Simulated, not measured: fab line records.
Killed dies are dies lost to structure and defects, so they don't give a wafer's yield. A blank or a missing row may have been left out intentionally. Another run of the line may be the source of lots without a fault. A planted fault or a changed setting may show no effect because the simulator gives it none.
fab line records + flow nand-harc
[record]
- lots = 6
- wafers = 18
- last-day = 23
route steps=1159 shown A_ONON_D1@428 END@1159
lots untouched by any fault: they come from a run of this same line in which no faults occurred
start-h: start of the lot's first displayed wafer, in hours after the record's first day + wait-h: how many hours have passed since the lot's step before this one + " unchanged from the row above + L1.1+2: several wafers, shown together as one row + - no value, or no start was given + * or withheld: withheld + < > ~ a bound
route shown NAME@n: NAME is a module with steps in the file, n the number in the route of the first one + usual: mean and standard deviation over wafers with no fault + same: alike in all rows + chamber/n: place in a boat + sites: per-site readings + _std_site: their standard deviation + _edge_site: mean of outer sites minus mean of inner sites + radius-mm: for every site, how far away it sits from the centre of the wafer + mask NAME#n: copy n + behind: the tool/chamber that last shaped the wafer + hold: why the lot was held/for how many hours/how that ended + device: which transistor (n, p or np) failed to switch + end of line: the tests these same wafers got at the end of their route + for a step that has no rows: nothing shown but its recipe + killed: at the first sort, the dies lost to defects and structure; wafer yield is something else + map: per-die view of a wafer (x killed, . not killed, _ where there is no die)
set.NAME: setting as actually run; set.NAME@STEP: the setting as run at that earlier step + model.NAME: the simulator's own value behind a step, which no gauge read
certain route steps with their lots: each step a table, each wafer a row
services: when a tool's chamber went out of use (start-h, in hours from the record's first day, below 0 if earlier), for how many hours, and the reason
[[steps]]
[step NHARC_A_ONON_D1_DEP_06]
[recipe]
- target-thk-a = 10000
- n2-flow-sccm = 2750
- n2o-flow-sccm = 2000
- nh3-flow-sccm = 500
- sih4-flow-sccm = 210
- temp-c = 400
[step NHARC_A_ONON_D1_THK_MEAS_08]
[recipe]
- thk-meas-gauge = ellipsometry
[usual]
- thk-nm = 1000/11
| lot.wafer | tool          | chamber | start-h | wait-h | thk-nm |
|-----------|---------------|---------|---------|--------|--------|
| L151.3    | film-metro-01 | -       | 175.34  | -      | 1005   |
| L151.4    | "             | -       | "       | "      | 1006   |
| L151.5    | "             | -       | "       | "      | 1006   |
| L160.3    | film-metro-01 | -       | 235.67  | -      | 1009   |
| L160.5    | "             | -       | "       | "      | 1008   |
| L160.6    | "             | -       | "       | "      | 1009   |
| L163.1    | film-metro-02 | -       | 248.94  | -      | 984    |
| L163.2    | "             | -       | "       | "      | 984    |
| L163.6    | "             | -       | "       | "      | 983    |
| L162.2    | film-metro-01 | -       | 248.94  | -      | 985    |
| L162.5    | "             | -       | "       | "      | 985    |
| L162.6    | "             | -       | "       | "      | 984    |
| L165.4    | film-metro-01 | -       | 256.28  | -      | 995    |
| L165.5    | "             | -       | "       | "      | 995    |
| L165.6    | "             | -       | "       | "      | 994    |
| L170.2    | film-metro-01 | -       | 285.28  | -      | 993    |
| L170.5    | "             | -       | "       | "      | 993    |
| L170.6    | "             | -       | "       | "      | 993    |
[step NHARC_A_ONON_D1_DEP_09]
[recipe]
- target-thk-a = 10000
- n2-flow-sccm = 2750
- n2o-flow-sccm = 2000
- nh3-flow-sccm = 500
- sih4-flow-sccm = 210
- temp-c = 400
[step NHARC_A_ONON_D1_THK_MEAS_11]
[recipe]
- thk-meas-gauge = ellipsometry
[usual]
- thk-nm = 1002/10
| lot.wafer | tool          | chamber | start-h | wait-h | thk-nm |
|-----------|---------------|---------|---------|--------|--------|
| L151.3    | film-metro-01 | -       | 175.91  | -      | 1008   |
| L151.4    | "             | -       | "       | "      | 1008   |
| L151.5    | "             | -       | "       | "      | 1007   |
| L160.3    | film-metro-01 | -       | 236.24  | -      | 1015   |
| L160.5    | "             | -       | "       | "      | 1016   |
| L160.6    | "             | -       | "       | "      | 1017   |
| L162.2    | film-metro-02 | -       | 249.51  | -      | 1002   |
| L162.5    | "             | -       | "       | "      | 1004   |
| L162.6    | "             | -       | "       | "      | 1004   |
| L163.1    | film-metro-01 | -       | 249.51  | -      | 1004   |
| L163.2    | "             | -       | "       | "      | 1005   |
| L163.6    | "             | -       | "       | "      | 1005   |
| L165.4    | film-metro-02 | -       | 256.84  | -      | 996    |
| L165.5    | "             | -       | "       | "      | 994    |
| L165.6    | "             | -       | "       | "      | 996    |
| L170.2    | film-metro-01 | -       | 285.84  | -      | 1003   |
| L170.5    | "             | -       | "       | "      | 1006   |
| L170.6    | "             | -       | "       | "      | 1004   |
[step NHARC_A_ONON_D1_DEP_12]
[recipe]
- target-thk-a = 10000
- n2-flow-sccm = 2750
- n2o-flow-sccm = 2000
- nh3-flow-sccm = 500
- sih4-flow-sccm = 210
- temp-c = 400
[step NHARC_A_ONON_D1_THK_MEAS_14]
[recipe]
- thk-meas-gauge = ellipsometry
[usual]
- thk-nm = 1001/8.6
| lot.wafer | tool          | chamber | start-h | wait-h | thk-nm |
|-----------|---------------|---------|---------|--------|--------|
| L151.3    | film-metro-02 | -       | 176.47  | -      | 1001   |
| L151.4    | "             | -       | "       | "      | 999    |
| L151.5    | "             | -       | "       | "      | 999    |
| L160.3    | film-metro-01 | -       | 236.81  | -      | 996    |
| L160.5    | "             | -       | "       | "      | 996    |
| L160.6    | "             | -       | "       | "      | 997    |
| L162.2    | film-metro-02 | -       | 250.07  | -      | 998    |
| L162.5    | "             | -       | "       | "      | 998    |
| L162.6    | "             | -       | "       | "      | 998    |
| L163.1    | film-metro-01 | -       | 250.08  | -      | 992    |
| L163.2    | "             | -       | "       | "      | 994    |
| L163.6    | "             | -       | "       | "      | 996    |
| L165.4    | film-metro-02 | -       | 257.41  | -      | 989    |
| L165.5    | "             | -       | "       | "      | 990    |
| L165.6    | "             | -       | "       | "      | 989    |
| L170.2    | film-metro-01 | -       | 286.41  | -      | 1003   |
| L170.5    | "             | -       | "       | "      | 1002   |
| L170.6    | "             | -       | "       | "      | 1001   |
[step NHARC_A_ONON_D1_ANNEAL_15]
[recipe]
- temp-c = 750
- time-s = 3600
[step NHARC_A_ONON_D1_DEP_16]
[recipe]
- target-thk-a = 10000
- n2-flow-sccm = 2750
- n2o-flow-sccm = 2000
- nh3-flow-sccm = 500
- sih4-flow-sccm = 210
- temp-c = 400
[step NHARC_A_ONON_D1_THK_MEAS_18]
[recipe]
- thk-meas-gauge = ellipsometry
[usual]
- thk-nm = 1001/11
| lot.wafer | tool          | chamber | start-h | wait-h | thk-nm |
|-----------|---------------|---------|---------|--------|--------|
| L151.3    | film-metro-01 | -       | 183.61  | -      | 1016   |
| L151.4    | "             | -       | "       | "      | 1017   |
| L151.5    | "             | -       | "       | "      | 1014   |
| L160.3    | film-metro-01 | -       | 244.22  | -      | 999    |
| L160.5    | "             | -       | "       | "      | 1001   |
| L160.6    | "             | -       | "       | "      | 1000   |
| L163.1    | film-metro-01 | -       | 257.25  | -      | 1019   |
| L163.2    | "             | -       | "       | "      | 1021   |
| L163.6    | "             | -       | "       | "      | 1020   |
| L162.2    | film-metro-02 | -       | 257.25  | -      | 979    |
| L162.5    | "             | -       | "       | "      | 980    |
| L162.6    | "             | -       | "       | "      | 980    |
| L165.4    | film-metro-01 | -       | 264.49  | -      | 1003   |
| L165.5    | "             | -       | "       | "      | 1004   |
| L165.6    | "             | -       | "       | "      | 1004   |
| L170.2    | film-metro-02 | -       | 294.49  | -      | 999    |
| L170.5    | "             | -       | "       | "      | 998    |
| L170.6    | "             | -       | "       | "      | 996    |
[step NHARC_A_ONON_D1_DEP_19]
[recipe]
- target-thk-a = 10000
- n2-flow-sccm = 2750
- n2o-flow-sccm = 2000
- nh3-flow-sccm = 500
- sih4-flow-sccm = 210
- temp-c = 400
[step NHARC_A_ONON_D1_THK_MEAS_21]
[recipe]
- thk-meas-gauge = ellipsometry
[usual]
- thk-nm = 1002/12
| lot.wafer | tool          | chamber | start-h | wait-h | thk-nm |
|-----------|---------------|---------|---------|--------|--------|
| L151.3    | film-metro-02 | -       | 184.20  | -      | 1003   |
| L151.4    | "             | -       | "       | "      | 1001   |
| L151.5    | "             | -       | "       | "      | 1003   |
| L160.3    | film-metro-01 | -       | 244.78  | -      | 997    |
| L160.5    | "             | -       | "       | "      | 997    |
| L160.6    | "             | -       | "       | "      | 996    |
| L163.1    | film-metro-02 | -       | 257.82  | -      | 1011   |
| L163.2    | "             | -       | "       | "      | 1010   |
| L163.6    | "             | -       | "       | "      | 1011   |
| L162.2    | film-metro-01 | -       | 257.83  | -      | 1000   |
| L162.5    | "             | -       | "       | "      | 1000   |
| L162.6    | "             | -       | "       | "      | 1002   |
| L165.4    | film-metro-02 | -       | 265.05  | -      | 1017   |
| L165.5    | "             | -       | "       | "      | 1015   |
| L165.6    | "             | -       | "       | "      | 1017   |
| L170.2    | film-metro-02 | -       | 295.05  | -      | 988    |
| L170.5    | "             | -       | "       | "      | 991    |
| L170.6    | "             | -       | "       | "      | 989    |
[step NHARC_A_ONON_D1_DEP_22]
[recipe]
- target-thk-a = 10000
- n2-flow-sccm = 2750
- n2o-flow-sccm = 2000
- nh3-flow-sccm = 500
- sih4-flow-sccm = 210
- temp-c = 400
[usual]
- susceptor-temp-C = 400.01/0.22
| lot.wafer | tool          | chamber | start-h | wait-h | susceptor-temp-C |
|-----------|---------------|---------|---------|--------|------------------|
| L151.3    | pecvd-onon-04 | 0       | 184.37  | 0.2    | 399.91           |
| L151.4    | "             | 0       | "       | "      | 400.00           |
| L151.5    | "             | 0       | "       | "      | 399.76           |
| L160.3    | pecvd-onon-03 | 0       | 244.95  | 0.2    | 400.12           |
| L160.5    | "             | 0       | "       | "      | 399.64           |
| L160.6    | "             | 0       | "       | "      | 400.00           |
| L163.1    | pecvd-onon-03 | 0       | 257.87  | 0.1    | 399.91           |
| L163.2    | "             | 0       | "       | "      | 400.01           |
| L163.6    | "             | 0       | "       | "      | 399.89           |
| L162.2    | pecvd-onon-04 | 0       | 257.95  | 0.1    | 400.44           |
| L162.5    | "             | 0       | "       | "      | 400.15           |
| L162.6    | "             | 0       | "       | "      | 400.54           |
| L165.4    | pecvd-onon-03 | 0       | 265.28  | 0.2    | 399.93           |
| L165.5    | "             | 0       | "       | "      | 400.18           |
| L165.6    | "             | 0       | "       | "      | 399.91           |
| L170.2    | pecvd-onon-04 | 0       | 295.16  | 0.1    | 399.93           |
| L170.5    | "             | 0       | "       | "      | 400.21           |
| L170.6    | "             | 0       | "       | "      | 400.23           |
[step NHARC_A_ONON_D1_THK_MEAS_24]
[recipe]
- thk-meas-gauge = ellipsometry
[usual]
- thk-nm = 1001/8.4
| lot.wafer | tool          | chamber | start-h | wait-h | thk-nm |
|-----------|---------------|---------|---------|--------|--------|
| L151.3    | film-metro-01 | -       | 184.77  | -      | 994    |
| L151.4    | "             | -       | "       | "      | 996    |
| L151.5    | "             | -       | "       | "      | 994    |
| L160.3    | film-metro-02 | -       | 245.35  | -      | 1004   |
| L160.5    | "             | -       | "       | "      | 1006   |
| L160.6    | "             | -       | "       | "      | 1004   |
| L163.1    | film-metro-01 | -       | 258.39  | -      | 1498   |
| L163.2    | "             | -       | "       | "      | 1498   |
| L163.6    | "             | -       | "       | "      | 1497   |
| L162.2    | film-metro-02 | -       | 258.40  | -      | 988    |
| L162.5    | "             | -       | "       | "      | 988    |
| L162.6    | "             | -       | "       | "      | 986    |
| L165.4    | film-metro-01 | -       | 265.62  | -      | 1008   |
| L165.5    | "             | -       | "       | "      | 1007   |
| L165.6    | "             | -       | "       | "      | 1499   |
| L170.2    | film-metro-02 | -       | 295.61  | -      | 1017   |
| L170.5    | "             | -       | "       | "      | 1015   |
| L170.6    | "             | -       | "       | "      | 1015   |
[step NHARC_A_ONON_D1_DEP_25]
[recipe]
- target-thk-a = 10000
- n2-flow-sccm = 2750
- n2o-flow-sccm = 2000
- nh3-flow-sccm = 500
- sih4-flow-sccm = 210
- temp-c = 400
[step NHARC_END_SORT_01]
[recipe]
- temp-c = 25
[usual]
- killed-at-array = 26/9.6
- killed-at-other = 0.7/0.92
- killed-at-periphery = 3.8/2.7
- killed-dies = 31/10
- killed-open = 3.3/1.7
- killed-short = 1.8/1.3
[same]
- gross-dies = 677
| lot.wafer | tool      | chamber | start-h | wait-h | killed-at-array | killed-at-other | killed-at-periphery | killed-dies | killed-open | killed-short |
|-----------|-----------|---------|---------|--------|-----------------|-----------------|---------------------|-------------|-------------|--------------|
| L160.3    | prober-02 | 0       | 507.38  | 3.1    | 27              | 1               | 1                   | 29          | 2           | 2            |
| L160.5    | prober-02 | 0       | 509.00  | 3.7    | 31              | 0               | 2                   | 33          | 4           | 1            |
| L160.6    | prober-02 | 0       | 509.81  | 4.1    | 27              | 0               | 1                   | 28          | 1           | 3            |
| L162.2    | prober-02 | 0       | 522.86  | 2.8    | 32              | 1               | 4                   | 37          | 4           | 2            |
| L162.5    | prober-02 | 0       | 525.30  | 3.8    | 23              | 1               | 2                   | 26          | 4           | 1            |
| L162.6    | prober-02 | 0       | 526.11  | 4.1    | 23              | 0               | 2                   | 25          | 2           | 0            |
| L163.1    | prober-01 | 0       | 534.50  | 2.5    | 675             | 1               | 1                   | 677         | 2           | 3            |
| L163.2    | prober-01 | 0       | 535.29  | 2.8    | 674             | 0               | 3                   | 677         | 2           | 2            |
| L163.6    | prober-01 | 0       | 538.48  | 4.0    | 673             | 1               | 3                   | 677         | 4           | 1            |
| L165.6    | prober-01 | 0       | 548.73  | 4.0    | 664             | 1               | 12                  | 677         | 4           | 0            |
// killed by level:class
L160.3 A_SLIT:chamber-film-flake=13 A_STAIRCASE:chamber-film-flake=6 A_CHANNEL_FILL_D1:chamber-film-flake=3 A_CHANNEL_HOLE_D1:chamber-film-flake=2 A_CHANNEL_HOLE_D1:geometric-particle:short=1 A_CONTACT:geometric-particle:open=1 A_BLC:geometric-particle:short=1 STARTING-WAFER:geometric-particle:open=1
L160.5 A_SLIT:chamber-film-flake=10 A_STAIRCASE:chamber-film-flake=7 A_CHANNEL_FILL_D1:chamber-film-flake=4 A_CHANNEL_HOLE_D1:chamber-film-flake=3 P_CONTACT:geometric-particle:open=1 A_SOURCE_PLATE:geometric-particle:short=1 A_ONON_D1:geometric-particle:open=1 A_CHANNEL_FILL_D1:geometric-particle:open=1
L160.6 A_SLIT:chamber-film-flake=12 A_STAIRCASE:chamber-film-flake=8 A_WL_FILL:geometric-particle:short=2 P_CONTACT:geometric-particle:open=1 A_CONTACT:geometric-particle:short=1 A_ZERO_WELL:chamber-film-flake=1 A_CHANNEL_HOLE_D1:chamber-film-flake=1 A_CONTACT:chamber-film-flake=1
L162.2 A_CHANNEL_HOLE_D1:chamber-film-flake=13 A_CHANNEL_FILL_D1:chamber-film-flake=4 A_STAIRCASE:chamber-film-flake=4 A_CONTACT:chamber-film-flake=3 P_BONDPAD:chamber-film-flake=2 A_BONDPAD:chamber-film-flake=2 P_GATE:geometric-particle:open=1 P_M0:geometric-particle:open=1
L162.5 A_CHANNEL_HOLE_D1:chamber-film-flake=8 A_CONTACT:chamber-film-flake=5 A_CHANNEL_FILL_D1:chamber-film-flake=3 A_STAIRCASE:chamber-film-flake=3 P_GATE:geometric-particle:open=1 P_M0:geometric-particle:open=1 A_CONTACT:geometric-particle:open=1 A_BLC:geometric-particle:short=1
L162.6 A_CHANNEL_HOLE_D1:chamber-film-flake=8 A_CHANNEL_FILL_D1:chamber-film-flake=4 A_STAIRCASE:chamber-film-flake=4 A_CONTACT:chamber-film-flake=4 A_BONDPAD:chamber-film-flake=2 P_GATE:geometric-particle:open=1 P_CONTACT:geometric-particle:open=1 A_ZERO_WELL:chamber-film-flake=1
L163.1 A_ONON_D1:area-dep=634 A_CHANNEL_HOLE_D1:chamber-film-flake=20 A_SLIT:chamber-film-flake=8 A_CHANNEL_FILL_D1:chamber-film-flake=3 A_ZERO_WELL:chamber-film-flake=2 A_CONTACT:chamber-film-flake=2 A_ONON_D1:geometric-particle:open=1 A_CHANNEL_FILL_D1:geometric-particle:short=1
L163.2 A_ONON_D1:area-dep=631 A_CHANNEL_HOLE_D1:chamber-film-flake=21 A_SLIT:chamber-film-flake=11 A_STAIRCASE:chamber-film-flake=7 P_CONTACT:geometric-particle:open=1 P_M1:geometric-particle:open=1 A_ONON_D1:geometric-particle:short=1 A_BLC:geometric-particle:short=1
L163.6 A_ONON_D1:area-dep=637 A_CHANNEL_HOLE_D1:chamber-film-flake=15 A_SLIT:chamber-film-flake=11 A_STAIRCASE:chamber-film-flake=3 A_CONTACT:geometric-particle:open=2 A_CONTACT:chamber-film-flake=2 P_M1:geometric-particle:open=1 A_WL_FILL:geometric-particle:short=1
L165.6 A_ONON_D1:area-dep=621 A_CHANNEL_HOLE_D1:chamber-film-flake=31 P_CONTACT:chamber-film-flake=7 P_STI:chamber-film-flake=4 A_CONTACT:geometric-particle:open=3 A_STAIRCASE:chamber-film-flake=3 A_CONTACT:chamber-film-flake=2 P_M0:geometric-particle:open=1
// map L163.1 (x killed, . not)
____________x____________
_________xxxxxxx_________
_______xxxxxxxxxxx_______
______xxxxxxxxxxxxx______
_____xxxxxxxxxxxxxxx_____
____xxxxxxxxxxxxxxxxx____
____xxxxxxxxxxxxxxxxx____
___xxxxxxxxxxxxxxxxxxx___
___xxxxxxxxxxxxxxxxxxx___
__xxxxxxxxxxxxxxxxxxxxx__
__xxxxxxxxxxxxxxxxxxxxx__
_xxxxxxxxxxxxxxxxxxxxxxx_
_xxxxxxxxxxxxxxxxxxxxxxx_
_xxxxxxxxxxxxxxxxxxxxxxx_
_xxxxxxxxxxxxxxxxxxxxxxx_
_xxxxxxxxxxxxxxxxxxxxxxx_
xxxxxxxxxxxxxxxxxxxxxxxxx
xxxxxxxxxxxxxxxxxxxxxxxxx
xxxxxxxxxxxxxxxxxxxxxxxxx
xxxxxxxxxxxxxxxxxxxxxxxxx
xxxxxxxxxxxxxxxxxxxxxxxxx
_xxxxxxxxxxxxxxxxxxxxxxx_
_xxxxxxxxxxxxxxxxxxxxxxx_
_xxxxxxxxxxxxxxxxxxxxxxx_
_xxxxxxxxxxxxxxxxxxxxxxx_
_xxxxxxxxxxxxxxxxxxxxxxx_
__xxxxxxxxxxxxxxxxxxxxx__
__xxxxxxxxxxxxxxxxxxxxx__
___xxxxxxxxxxxxxxxxxxx___
___xxxxxxxxxxxxxxxxxxx___
____xxxxxxxxxxxxxxxxx____
____xxxxxxxxxxxxxxxxx____
_____xxxxxxxxxxxxxxx_____
______xxxxxxxxxxxxx______
_______xxxxxxxxxxx_______
_________xxxxxxx_________
____________x____________
// map L165.6 (x killed, . not)
____________x____________
_________xxxxxxx_________
_______xxxxxxxxxxx_______
______xxxxxxxxxxxxx______
_____xxxxxxxxxxxxxxx_____
____xxxxxxxxxxxxxxxxx____
____xxxxxxxxxxxxxxxxx____
___xxxxxxxxxxxxxxxxxxx___
___xxxxxxxxxxxxxxxxxxx___
__xxxxxxxxxxxxxxxxxxxxx__
__xxxxxxxxxxxxxxxxxxxxx__
_xxxxxxxxxxxxxxxxxxxxxxx_
_xxxxxxxxxxxxxxxxxxxxxxx_
_xxxxxxxxxxxxxxxxxxxxxxx_
_xxxxxxxxxxxxxxxxxxxxxxx_
_xxxxxxxxxxxxxxxxxxxxxxx_
xxxxxxxxxxxxxxxxxxxxxxxxx
xxxxxxxxxxxxxxxxxxxxxxxxx
xxxxxxxxxxxxxxxxxxxxxxxxx
xxxxxxxxxxxxxxxxxxxxxxxxx
xxxxxxxxxxxxxxxxxxxxxxxxx
_xxxxxxxxxxxxxxxxxxxxxxx_
_xxxxxxxxxxxxxxxxxxxxxxx_
_xxxxxxxxxxxxxxxxxxxxxxx_
_xxxxxxxxxxxxxxxxxxxxxxx_
_xxxxxxxxxxxxxxxxxxxxxxx_
__xxxxxxxxxxxxxxxxxxxxx__
__xxxxxxxxxxxxxxxxxxxxx__
___xxxxxxxxxxxxxxxxxxx___
___xxxxxxxxxxxxxxxxxxx___
____xxxxxxxxxxxxxxxxx____
____xxxxxxxxxxxxxxxxx____
_____xxxxxxxxxxxxxxx_____
______xxxxxxxxxxxxx______
_______xxxxxxxxxxx_______
_________xxxxxxx_________
____________x____________
[[services]]
| tool          | chamber | start-h | hours | kind |
|---------------|---------|---------|-------|------|
| pecvd-onon-04 | -       | 237.00  | 13.0  | pm   |
[[key]]
[first-sign]
- step = NHARC_A_ONON_D1_THK_MEAS_24
- reading = thk-nm
- direction = up
- sigmas = 59
- usual = 1001
- struck = 1498
[effect]
- step = NHARC_END_SORT_01
- reading = killed-at-array
- direction = up
- sigmas = 67
- usual = 26
- struck = 672
[more-kills-born-at]
- NHARC_A_ONON_D1_DEP_22@pecvd-onon-03 = 2523
met-at NHARC_A_ONON_D1_DEP_22
struck-wafers L163.1,L163.2,L163.6,L165.6
later-rows-left-out L163.1,L163.2,L163.6,L165.6
tester-left-out L163,L165
onset-between 244.95 257.87
[fault]
- kind = process-parameter-drift
- tool = pecvd-onon-03
- chamber = -
- onset-h = 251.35
- steps = NHARC_A_ONON_D1_DEP_22
- channel = target-thk-a
- offset = *
- shape = step
- end-h = 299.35
- scope = struck-wafers-only
- acts-in = *
- stated = *
// tester-left-out: of these lots the tester's yield and bins aren't shown, on N5 and GAA mostly nor the transistor test; their killed dies are dies lost to structure and defects alone, not to doping, threshold or leakage, so they don't give the yield
// later-rows-left-out: the simulator's readings of these wafers behind a module that went badly wrong aren't trusted and aren't shown, but for the sort
